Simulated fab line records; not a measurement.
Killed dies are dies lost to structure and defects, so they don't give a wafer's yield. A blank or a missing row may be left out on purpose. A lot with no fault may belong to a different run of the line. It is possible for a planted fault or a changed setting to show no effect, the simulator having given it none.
Matching of chambers :: flow nand_harc :: 4 sister chambers for NHARC_A_WL_FILL_ALD_02 on ald_metal-01
The step deposits TiN, target thk 2 nm, pulse time 3 s, ald cycles 100. 4 wafers are shown with their chamber, then 7 later ones without.

## EACH WAFER AND ITS CHAMBER
wafer: L842.5
chamber: 2
heater_power_outer_w (W): 800

wafer: L842.6
chamber: 3
heater_power_outer_w (W): 729

wafer: L844.3
chamber: 0
heater_power_outer_w (W): 718

wafer: L844.5
chamber: 1
heater_power_outer_w (W): 630

## WAFERS WITH NO CHAMBER GIVEN
wafer: L844.6
heater_power_outer_w (W): 712

wafer: L850.1
heater_power_outer_w (W): 625

wafer: L850.2
heater_power_outer_w (W): 782

wafer: L850.5
heater_power_outer_w (W): 719

wafer: L851.2
heater_power_outer_w (W): 719

wafer: L851.3
heater_power_outer_w (W): 798

wafer: L851.5
heater_power_outer_w (W): 716

## WHICH CHAMBER EACH WENT THROUGH
wafer: L844.6
from the rows above: can't be placed: 0 or 3
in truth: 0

wafer: L850.1
from the rows above: 1
in truth: 1

wafer: L850.2
from the rows above: 2
in truth: 2

wafer: L850.5
from the rows above: can't be placed: 0 or 3
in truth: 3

wafer: L851.2
from the rows above: can't be placed: 0 or 3
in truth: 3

wafer: L851.3
from the rows above: 2
in truth: 2

wafer: L851.5
from the rows above: can't be placed: 0 or 3
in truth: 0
Placed correctly: 3 of 7. Unplaceable from these rows: 4, with the true chamber sitting among the candidates in 4. 0 placed wrongly.
How it was worked out, from the rows above alone: a wafer's distance from a chamber is the root of the sum, over the readings, of the square of ((its reading less the chamber's mean) divided by the reading's scatter). If the next closest chamber is less than 2 further off than the closest, the wafer can't be placed; otherwise it belongs to the closest. Each chamber's mean is taken over the wafers shown for it. The scatter: with one shown wafer a chamber, the root of the mean of the squares of how far each hidden wafer lies from its nearest shown one.
